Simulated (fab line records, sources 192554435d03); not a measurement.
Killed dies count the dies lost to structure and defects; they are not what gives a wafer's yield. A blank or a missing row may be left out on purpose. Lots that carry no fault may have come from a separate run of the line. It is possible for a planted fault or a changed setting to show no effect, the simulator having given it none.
fab line records -- flow n5Finfet
record lots=4, wafers=12, lastDay=16
route steps=1938 shown BEOL_M8@1381 BEOL_M9@1401 PASSIVATION@1936
lots untouched by any fault: they come from a run of this same line in which no faults occurred
startH: start of the lot's first displayed wafer, in hours after the record's first day -- waitH: hours from the lot's prior step to this one -- " same as the row above -- L1.1+2: one row covering several wafers at once -- - no value, or no start given -- * or withheld: withheld -- < > ~ a bound
route shown NAME@n: NAME is a module with steps in the file, n the number in the route of the first one -- usual: mean/standard deviation taken from wafers without a fault -- same: alike in all rows -- chamber/n: place in a boat -- sites: readings site by site -- _std_site: the standard deviation of these -- _edge_site: outer sites' mean less inner sites' -- radiusMm: for every site, how far away it sits from the centre of the wafer -- mask NAME#n: copy n -- behind: tool/chamber where the wafer was last shaped -- hold: reason for holding the lot/hours on hold/outcome of the hold -- device: the transistor (n, p or np) that didn't switch -- end of line: the same wafers' tests at the end of the route -- step lacking rows: just its recipe -- killed: the dies lost at the first sort to structure and to defects; this is not the yield of the wafer -- map: a wafer's dies, marking killed ones x, the rest . and places with no die _
set.NAME: the setting the step ran with; set.NAME@STEP: the setting that earlier step ran with -- model.NAME: the simulator's own value behind a step, which no gauge read
certain route steps with their lots: each step a table, each wafer a row
services: the hour from which a tool's chamber was out of use, counted from the record's first day as startH (under 0 if before that day), plus the number of hours and why
## steps
# step N5_BEOL_M8_HM_STRIP_39
# recipe chemistry=peroxideTinStrip, material=TiN, targetDepthA=250, tempC=50, timeS=158
# step N5_BEOL_M8_SRD_40
# recipe timeS=30, tempC=23, rinseLiquid=diw, dry=ipaMarangoni
# step N5_BEOL_M8_PRECLEAN_42
# recipe chemistry=residueRemover, timeS=60, tempC=40
# step N5_BEOL_M8_SRD_43
# recipe timeS=30, tempC=23, rinseLiquid=diw, dry=ipaMarangoni
# step N5_BEOL_M8_CURE_75
# recipe tempC=370, timeS=120, ambient=DMADMS/He, material=SiCOH_lowk
# step N5_BEOL_M8_DEGAS_44
# recipe ambient=vacuum, tempC=250, timeS=60
# step N5_BEOL_M8_PRE_CLEAN_45
# recipe gas=H2/He, timeS=30, tempC=250
# step N5_BEOL_M8_ALD_77
# recipe material=TaN, targetThkA=20, tempC=275, aldPrecursorFamily=PDMAT, aldCoReactant=NH3, pressureTorr=3, carrierFlowSccm=1500, pulseTimeS=2, purgeTimeS=3, coReactantPurgeTimeS=2, coReactantPulseTimeS=3, aldCycles=40, precursorVesselTempC=75, precursorVesselPressureTorr=26.25, precursorVesselCarrierSccm=1000
# step N5_BEOL_M8_SURFACE_TREAT_79
# recipe gas=Ar, timeS=*, ionEnergyEv=*, ionCurrentMaCm2=0.5, pressureMtorr=*, arFlowSccm=30
# step N5_BEOL_M8_CVD_78
# recipe material=Co, targetThkA=20, tempC=withheld, precursor=CCTBA/H2, pressureTorr=30, timeS=142.3
# step N5_BEOL_M8_SPUTTER_48
# recipe material=Cu, targetThkA=100, tempC=-20, biasV=60, powerW=26000, chamberPressurePa=0.13, timeS=1.667
# step N5_BEOL_M8_ECD_50
# recipe material=Cu, targetThkA=3000
lot.wafer,tool,chamber,startH,waitH
L916.1+3+5,ecdCu-02,"1,0,0",232.86,0.1
L922.3+4+5,ecdCu-01,"1,0,0",269.65,0.1
L929.1+5+6,ecdCu-02,"0,0,1",300.61,0.1
L930.2+3+5,ecdCu-02,"0,1,1",305.83,0.1
# step N5_BEOL_M8_ANNEAL_51
# recipe tempC=225, timeS=90, ambient=N2
# step N5_BEOL_M8_CMP_52
# recipe stopOn=SiCOH_lowk, tOverpolishS=6.9, downForcePsi=1, platenRpm=50, clearingPlatenDownForcePsi=1.5, clearingPlatenRpm=50, postCmpClean=cuAlkaline, targetThkNm=80, clearingPlatenPadVelocityMS=0.99484, padVelocityMS=0.99484
# step N5_BEOL_M8_PRE_CLEAN_55
# recipe gas=NH3, timeS=15, tempC=withheld, rfPowerW=300
# step N5_BEOL_M8_DEP_56
# recipe material=SiCN, targetThkA=100, tempC=withheld, precursor=3MS/NH3, pressureTorr=3, rfW=202, timeS=17.5
# step N5_BEOL_M9_ILD_DEP_00
# recipe material=SiCOH_lowk, targetThkA=3085.1, tempC=300, precursor=DEMS/porogen, pressureTorr=5, rfW=500, timeS=58
# step N5_BEOL_M9_CURE_71
# recipe tempC=385, timeS=240, ambient=He/Ar, material=SiCOH_lowk
# step N5_BEOL_M9_PECVD_70
# recipe material=SiO2, targetThkA=200, tempC=400, precursor=TEOS/O2, pressureTorr=5.5, rfW=450, teosFlowSccm=53.8, gas=O2, flowSccm=3000, timeS=22.7
# step N5_BEOL_M9_HM_DEP_02
# recipe material=TiN, targetThkA=200, tempC=25, chamberPressurePa=0.49996
# step N5_BEOL_M9_COAT_59
# recipe resist=SOC, tempC=250, timeS=60, spinRpm=1500, resistThkNm=100
# step N5_BEOL_M9_COAT_60
# recipe resist=SiARC, tempC=220, timeS=60, spinRpm=1500, resistThkNm=30
# step N5_BEOL_M9_COAT_05
# recipe resist=CAR-ArF, spinRpm=1500, resistThkNm=90
# step N5_BEOL_M9_EBR_07
# recipe solvent=PGMEA, ebrWidthMm=1.5
# step N5_BEOL_M9_SOFTBAKE_06
# recipe tempC=110, timeS=60, resist=CAR-ArF
# step N5_BEOL_M9_EXPOSE_08
# recipe maskId=M9, na=1.35, sourceShape=dipole, sigmaInner=0.411, sigmaOuter=0.611, polarization=te, doseMj=53.75
# step N5_BEOL_M9_PEB_09
# recipe pebTempC=withheld, pebTimeS=60, resist=CAR-ArF
# step N5_BEOL_M9_DEVELOP_10
# recipe developTimeS=30, developer=TMAH, resist=CAR-ArF, rinseLiquid=diw, dry=airSpin, devTempC=23
# step N5_BEOL_M9_DESCUM_16
# recipe chemistry=O2, timeS=7.9, sourcePowerW=50, biasPowerW=20, pressureMtorr=20, rfFrequencyHz=2.712e+07, tempC=40, resist=CAR-ArF, o2FlowSccm=225
# step N5_BEOL_M9_ETCH_61
# recipe chemistry=CF4, target=SiARC, targetDepthA=390, maskMaterial=CAR-ArF, timeS=65, ionEnergyEv=80, pressureMtorr=40, sourceW=545, biasW=36, Ar_flow_sccm=100, cf4FlowSccm=100, ends=cleared
# step N5_BEOL_M9_ETCH_62
# recipe chemistry=N2/H2, target=SOC, targetDepthA=1100, overetchA=220, maskMaterial=SiARC, tempC=40, timeS=165, ionEnergyEv=200, pressureMtorr=30, sourceW=840, biasW=150, n2FlowSccm=200, h2FlowSccm=200
# step N5_BEOL_M9_STRIP_68
# recipe chemistry=N2/H2, tempC=40, n2FlowSccm=200, h2FlowSccm=200, rfFrequencyHz=6e+07
# step N5_BEOL_M9_STRIP_67
# recipe chemistry=CF4, resist=SiARC, powerW=300, biasPowerW=75, pressureMtorr=50, cf4FlowSccm=150, rfFrequencyHz=6e+07
# step N5_BEOL_M9_HM_OPEN_17
# recipe chemistry=Cl2/BCl3, targetDepthA=200, overetchA=60, target=TiN, maskMaterial=SOC, ionEnergyEv=150, pressureMtorr=10, icpW=1000, biasW=126, Cl2_flow_sccm=53.25, bcl3FlowSccm=21.75, Ar_flow_sccm=25
# step N5_PASSIVATION_PROBE_49
# usual defectLimitedYield=91.4/1.5, killed_at_M0_to_M3=35/12, killed_at_M4_up=13/5.8, killedAtContacts=12/5.5, killedAtFrontEnd=36/9.9, killedAtOther=4/3.7, killedDies=101/18, killedOnRim=13/4.1, killedOpen=66/13, killedShort=33/8, sort_bin_5_function=5.0/1, sort_bin_6_memory=3.2/0.67, sortNPass=1079/18, sortYieldPct=91.4/1.5
# same grossDies=1180, killedAtBackSide=0, sort_bin_4_leakage[%]=0, sort_bin_8_speed[%]=0
lot.wafer,tool,chamber,startH,waitH,defectLimitedYield[%],killed_at_M0_to_M3,killed_at_M4_up,killedAtContacts,killedAtFrontEnd,killedAtOther,killedDies,killedOnRim,killedOpen,killedShort,sort_bin_5_function[%],sort_bin_6_memory[%],sortNPass,sortYieldPct[%]
L916.1,prober-01,-,299.94,0.0,91.8,44,14,5,31,3,97,16,65,29,5.0,2.9,1083,91.8
L916.3,prober-01,-,300.04,0.1,90.2,39,19,15,41,2,116,11,66,45,5.5,3.4,1064,90.2
L916.5,prober-01,-,300.14,0.2,89.7,64,7,8,42,1,122,22,77,44,6.2,3.5,1058,89.7
L922.3,prober-02,-,332.44,0.1,90.8,45,13,13,33,5,109,17,67,42,5.4,3.3,1071,90.8
L922.4,prober-02,-,332.49,0.2,92.8,35,11,13,20,6,85,12,54,31,3.8,3.0,1095,92.8
L922.5,prober-02,-,332.54,0.2,93.0,40,10,14,18,1,83,15,56,27,3.6,3.1,1097,93.0
L930.2,prober-02,-,371.62,0.1,34.1,33,729,2,11,3,778,103,44,23,40.6,18.9,402,34.1
L930.3,prober-02,-,371.67,0.1,36.6,30,678,6,31,3,748,97,50,25,41.9,15.6,432,36.6
L930.5,prober-02,-,371.77,0.2,35.4,35,702,1,18,6,762,98,42,24,43.5,16.6,418,35.4
L929.1,prober-01,-,373.91,0.0,34.9,7,732,7,21,1,768,88,26,19,41.3,18.0,412,34.9
L929.5,prober-01,-,374.11,0.2,34.9,31,702,8,25,2,768,96,49,23,43.9,16.4,412,34.9
L929.6,prober-01,-,374.16,0.3,32.1,27,738,4,28,4,801,115,44,28,45.0,17.7,379,32.1
# killed by level:class
L916.1 BEOL_M0_SAQP:geometricParticle:open=13 BEOL_M2:geometricParticle:open=11 STI_FIN_REVEAL:geometricParticle:open=10 BEOL_M3:geometricParticle:open=9 BEOL_M4:geometricParticle:open=8 GATE_CUT:geometricParticle:short=5 BEOL_M0_SAQP:geometricParticle:short=5 MOL_CONTACT_COAG:geometricParticle:open=4
L916.3 FIN_SAQP:geometricParticle:short=11 BEOL_M2:geometricParticle:open=11 MOL_CONTACT_COAG:geometricParticle:open=10 BEOL_M3:geometricParticle:short=9 FIN_SAQP:geometricParticle:open=8 BEOL_M4:geometricParticle:open=8 BEOL_M0_SAQP:geometricParticle:short=6 MOL_CONTACT_COAG:geometricParticle:short=5
L916.5 FIN_SAQP:geometricParticle:open=17 BEOL_M3:geometricParticle:open=14 FIN_SAQP:geometricParticle:short=11 BEOL_M0_SAQP:geometricParticle:short=11 BEOL_M2:geometricParticle:open=8 MOL_CONTACT_COAG:geometricParticle:open=8 BEOL_M0_SAQP:geometricParticle:open=8 BEOL_M1:geometricParticle:short=8
L922.3 BEOL_M2:geometricParticle:open=16 MOL_CONTACT_COAG:geometricParticle:open=11 BEOL_M0_SAQP:geometricParticle:short=8 BEOL_M0_SAQP:geometricParticle:open=8 GATE_CUT:geometricParticle:short=7 BEOL_M3:geometricParticle:open=7 FIN_SAQP:geometricParticle:short=6 BEOL_M4:geometricParticle:open=5
L922.4 MOL_CONTACT_COAG:geometricParticle:open=12 BEOL_M1:geometricParticle:open=8 BEOL_M2:geometricParticle:open=7 BEOL_M0_SAQP:geometricParticle:open=6 FIN_SAQP:geometricParticle:short=5 BEOL_M7:geometricParticle:open=5 BEOL_M1:geometricParticle:short=4 GATE_CUT:geometricParticle:short=3
L922.5 BEOL_M0_SAQP:geometricParticle:open=13 BEOL_M0_SAQP:geometricParticle:short=13 MOL_CONTACT_COAG:geometricParticle:open=11 BEOL_M3:geometricParticle:open=6 STI_FIN_REVEAL:geometricParticle:open=4 FIN_SAQP:geometricParticle:open=3 GATE_CUT:geometricParticle:open=3 MOL_CONTACT_COAG:geometricParticle:short=3
L930.2 BEOL_M8:unspecified=711 BEOL_M0_SAQP:geometricParticle:short=8 BEOL_M4:geometricParticle:open=8 BEOL_M1:geometricParticle:open=7 BEOL_M3:geometricParticle:open=6 BEOL_M0_SAQP:geometricParticle:open=5 GATE_CUT:geometricParticle:short=4 BEOL_M2:geometricParticle:open=4
L930.3 BEOL_M8:unspecified=669 DUMMY_GATE:geometricParticle:open=7 BEOL_M1:geometricParticle:open=6 BEOL_M2:geometricParticle:open=6 FIN_SAQP:geometricParticle:open=5 FIN_SAQP:geometricParticle:short=4 MOL_CONTACT_COAG:geometricParticle:open=4 BEOL_M0_SAQP:geometricParticle:open=4
L930.5 BEOL_M8:unspecified=695 BEOL_M0_SAQP:geometricParticle:short=13 BEOL_M0_SAQP:geometricParticle:open=10 BEOL_M1:geometricParticle:open=8 BEOL_M5:geometricParticle:open=5 FIN_SAQP:geometricParticle:short=3 FIN_CUT:geometricParticle:open=3 PASS1_CAP:geometricParticle:open=3
L929.1 BEOL_M8:unspecified=723 FIN_SAQP:geometricParticle:open=6 GATE_CUT:geometricParticle:short=5 MOL_CONTACT_COAG:geometricParticle:open=4 FIN_SAQP:geometricParticle:short=3 MOL_CONTACT_COAG:geometricParticle:short=3 BEOL_M0_SAQP:geometricParticle:short=3 STI_FIN_REVEAL:geometricParticle:open=2
L929.5 BEOL_M8:unspecified=696 BEOL_M0_SAQP:geometricParticle:short=8 MOL_CONTACT_COAG:geometricParticle:open=7 STI_FIN_REVEAL:geometricParticle:open=6 BEOL_M0_SAQP:geometricParticle:open=6 BEOL_M3:geometricParticle:open=6 BEOL_M2:geometricParticle:open=5 STARTING-WAFER:geometricParticle:short=5
L929.6 BEOL_M8:unspecified=728 BEOL_M0_SAQP:geometricParticle:short=12 BEOL_M0_SAQP:geometricParticle:open=8 FIN_SAQP:geometricParticle:open=5 FIN_SAQP:geometricParticle:short=5 STI_FIN_REVEAL:geometricParticle:open=4 GATE_CUT:geometricParticle:short=4 DUMMY_GATE:geometricParticle:open=3
# map L929.6 (x killed, . not)
_________________x.xx.xxx.xxx________________
______________xxxx..xxx.x.x.xxxx_____________
___________xx.xx..x..xx.xx.xx.xxx.x__________
__________x.xx.xxxxxx..xx..x......x._________
________x.xx.x.xx..xx.x.x.x....x.xx.x._______
_______xx.xxxxx.xxxx..xxx.x.x.xxxxxx.xx______
______xx..xxxxxxx.x.xxx.xxx.xxxxxxxxxxxx_____
_____.xxxx.x..xx.xx..x.x.x.xxx.x.x.x.xx.x____
____.x...xxx..x..xxxx..x.xxx.x..xxxxx.xxxx___
___xxx..xx..xx.xxxxxxxxxxxxxxxxx..xxx..xxx.__
___x.xxx..x.xx..xxxxxx.xxxxxx.xx...xxxxxxxx__
__xxxx..xxx.xxx.x.xxxx.xxxx.xxxxxx..xx.xxxxx_
__x..xx.xxxxxx.x.xxx.x.xx.x...xxxxxx.xxxxx.x_
_xx..x..xxxx.xxxxx.xxxxxxx.xxxx....xxx.xxxxx.
_xxxxx.x..x..x.xxx.xx..x.xxxxx.x..x...xxxxx..
_x..xxx..xx.xxx.xx.xx..x.xx..xxx.x..x.xxxx.xx
_xxxxxx.xxxx.x..x.xxx..xxx.xx.x.xxx...x.x..x.
_.x..x..xx...x.x.xxxxxxx...xx.x.xxxxxxxxxx.xx
_x..xx.x.xxxx...xxxxxxxx..xx.xx..xx.xxxxxxx.x
_xxxx.x.xxxx.x.x.x.x..xx.xxxxx.x.xxxxxxxx.x..
_xx.x...xxxxxxxx.xx..x.xxxxxxxxx..x..xx.xx.xx
__xxxxxxxxxxx.xx.xx.xxxxxxx...xx.xx...x.x.xx_
__xxxx.x.xxxx....xxxxxx...x.xxx..x.x.xx.x..x_
___..xxx.xx.xxxxxx.xx.x..xxxxxxxxxx.x.xxx.x__
___x...xxx....xxx.x.xx.x.xxxx.xxxxxx.xxxxxx__
____.xxxxx.xxxxxx.x.x..xxx.xxx.x.xx.xxx..x___
_____xxx.xx.xxxxxx.xxxx.xxxx.x.xxxx.xxxxx____
______xx.x.xx.xx.x..xxxx.xx.xxxxx..x..xx_____
_______xxxxxxxxxxxxxxxxx.......xxxxxx.x______
________..xx.xx.x..xx.xxxx.xxx.xxxxx.._______
__________x.xx.xx.x.xxxx.xx.x.x.x.xx_________
___________xx.x.xxx.xxxxxxxxxxxx.xx__________
______________xxxxxxxxx.x.xx.x.x_____________
_________________xxxxx..x.xxx________________
# map L930.2 (x killed, . not)
_________________xx.x.x.xxxxx________________
______________.x.xx.x..x.xx.xxxx_____________
___________xxxxxxxxxxx.x.xxxxxx..xx__________
__________xx..xxx..xxxx.xxx.xxxxxxx._________
________.x..x.x.....x.x.xx.xxx..x.xx.x_______
_______xx...x.xxx.xxx.xxxx.xxxx.xxxx..x______
______x.xx..xx.xx.xx.xx.x.xx..xx.xx..xxx_____
_____x.xx.xxxxxx..xx..xxxxxxxxxxxxxx.xx.x____
____x..xx.xx..xxx.xx.xx...xxx.xxxxxxxx.xxx___
___xx.x.xxx..xxxxxx..xxxx.xx...x.x.....xx..__
___x.xx..x..xxxxx..xxxxx.xx..x..xxx.xxxx.xx__
__xx...xxxxx..xxxxxxx.xxx.xxx.xxxx.xxxxxx..x_
__xxx.xx.x.xx.xx.x.xxx..xxxxxx.xxxxx..xxxx.x_
_x....xxxx....x.x.x.xxxx.xxx.xxxxxxx...x..xxx
_....xx.x.xxxxxx.xxxxxxx.xxxxxxxxxx....xxx.x.
_xxxxx.x..xx.....xx.xxxxx.xxxxx.xx.xx.xxx.xx.
_.xx.xxxxxxxx.xxx..xx...xxxx.x..xxxxx..xxxx.x
_xxx.xx.xx..xxxxxxxxx....x..xxxxxx.xxx.x.xx.x
_....x...xxxx.xx.xxx.x..xxxxxxxxx..xxxxxx.xxx
_xx.xxxxxxx..x.xx.xx.xx....xxxx..xxxx.xx.xx.x
_xx..xx.x.xxx.xx..xxxx.xx.x.xxxx.xx..x..x.xxx
__xxx....x.xxx...xx.xx..xxxx...xx.x..xxx..xx_
__x...x..xx.x..xx.xxxxxxx.x.xxxxx.x..x..xxx._
___x.xx.x.x..xxx.xxx..xxx.xx.xx.xxx.xxx.xx.__
___x.xxxx.xx.x....x..xxx...xxx.x.xx.xx.xxxx__
____.xxxxx.xxxx..x.xxx.xx.xx.xx..xxxxxx...___
_____xxx.x.xxxxx.xx.xxxxxxx.x.xxxx.xx....____
______.x..x.xxxxxx.xxx.xxx.xxx...xx.xxxx_____
_______..x.xxxx..xxxx.xxx.xxxxxxx.xx.xx______
________x.xxx.xx..xx.xx.xxxxxxx.xxx.x._______
__________xxx.xx.xxxxx.xxxxx.xx.x.x._________
___________xxx..xx.xx...xx.x...x.xx__________
______________xxxxxxx.x.x.xxxxx._____________
_________________x.x.x.xx.x.x________________
## services
tool,chamber,startH,hours,kind
ecdCu-01,-,253.14,1.4,repair
## key
firstSign step=N5_PASSIVATION_PROBE_49, reading=killed_at_M4_up, direction=up, sigmas=99+, usual=13, struck=714
effect step=N5_PASSIVATION_PROBE_49, reading=defectLimitedYield, direction=down, sigmas=37, usual=91.4, struck=34.7
moreKillsBornAt N5_BEOL_M8_ECD_50@ecdCu-02=4222
metAt N5_BEOL_M8_ECD_50
struckWafers L929.1,L929.5,L929.6,L930.2,L930.3,L930.5
onsetBetween 232.86 300.61
alsoFits time
fault kind=chamberParticleSource, tool=ecdCu-02, chamber=-, onsetH=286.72, steps=N5_BEOL_M8_ECD_50, ratePerVisitCm2=1.7735, endH=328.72
